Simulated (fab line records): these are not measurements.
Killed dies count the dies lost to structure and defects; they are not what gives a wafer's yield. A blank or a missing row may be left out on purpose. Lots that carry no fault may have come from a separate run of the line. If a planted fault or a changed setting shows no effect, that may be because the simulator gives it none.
What tool caused it? / flow n5 finfet / 14 lots (42 wafers sampled), 1 step of a 1938-step route

WHAT EACH GAUGE READ, for each wafer
N5_BEOL_M3_INSPECT_13: inspects for defects (brightfield). Usual: 398 for raw defect count, sd 98.
lot=L259; measured=day 7 17:16; on=defect inspect-02; raw defect count=429 445 351; flag=
lot=L260; measured=day 7 21:22; on=defect inspect-01; raw defect count=388 404 299; flag=
lot=L261; measured=day 7 21:31; on=defect inspect-01; raw defect count=409 373 424; flag=
lot=L263; measured=day 8 02:07; on=defect inspect-02; raw defect count=384 353 360; flag=
lot=L264; measured=day 8 06:10; on=defect inspect-01; raw defect count=465 370 582; flag=
lot=L265; measured=day 9 03:01; on=defect inspect-02; raw defect count=533 484 424; flag=
lot=L270; measured=day 10 09:07; on=defect inspect-01; raw defect count=442 356 387; flag=
lot=L271; measured=day 10 14:58; on=defect inspect-02; raw defect count=423 419 345; flag=
lot=L276; measured=day 11 02:52; on=defect inspect-01; raw defect count=465 703 514; flag=
lot=L277; measured=day 11 23:16; on=defect inspect-01; raw defect count=336 337 306; flag=
lot=L279; measured=day 13 09:41; on=defect inspect-02; raw defect count=281 293 281; flag=
lot=L280; measured=day 13 09:59; on=defect inspect-01; raw defect count=410 461 498; flag=
lot=L282; measured=day 13 11:37; on=defect inspect-01; raw defect count=302 334 332; flag=
lot=L281; measured=day 13 22:49; on=defect inspect-02; raw defect count=294 275 383; flag=

WHAT TOOL EACH LOT RAN ON (gives the tool, then ch and the chambers of the sampled wafers, and finally the start)
The record shows no process step preceding these readings.

WHAT THE TOOLS THEMSELVES READ (means of the sampled wafers that have a number; where no wafer has one, the mark that the record gives instead)
The record holds no such reading with a usual standard deviation.

THE ANSWER, worked out from the rows above alone
Rule: a lot is off if the mean of its wafers that have a number lies more than 3 standard deviations from the usual mean. Also off: a lot with no number at a reading for which 4 or more lots have one. Any other lot the step has rows for is counted as sound. First the gauges in route order, then the tools' own readings, where a lot's mean is used as printed above. At the first step where some lot is off, the reading lying furthest off is the one used; lots without a number count as furthest.
Nothing can be told from this: no lot is off at any reading shown.

WHAT THE SIMULATOR HAD INSERTED
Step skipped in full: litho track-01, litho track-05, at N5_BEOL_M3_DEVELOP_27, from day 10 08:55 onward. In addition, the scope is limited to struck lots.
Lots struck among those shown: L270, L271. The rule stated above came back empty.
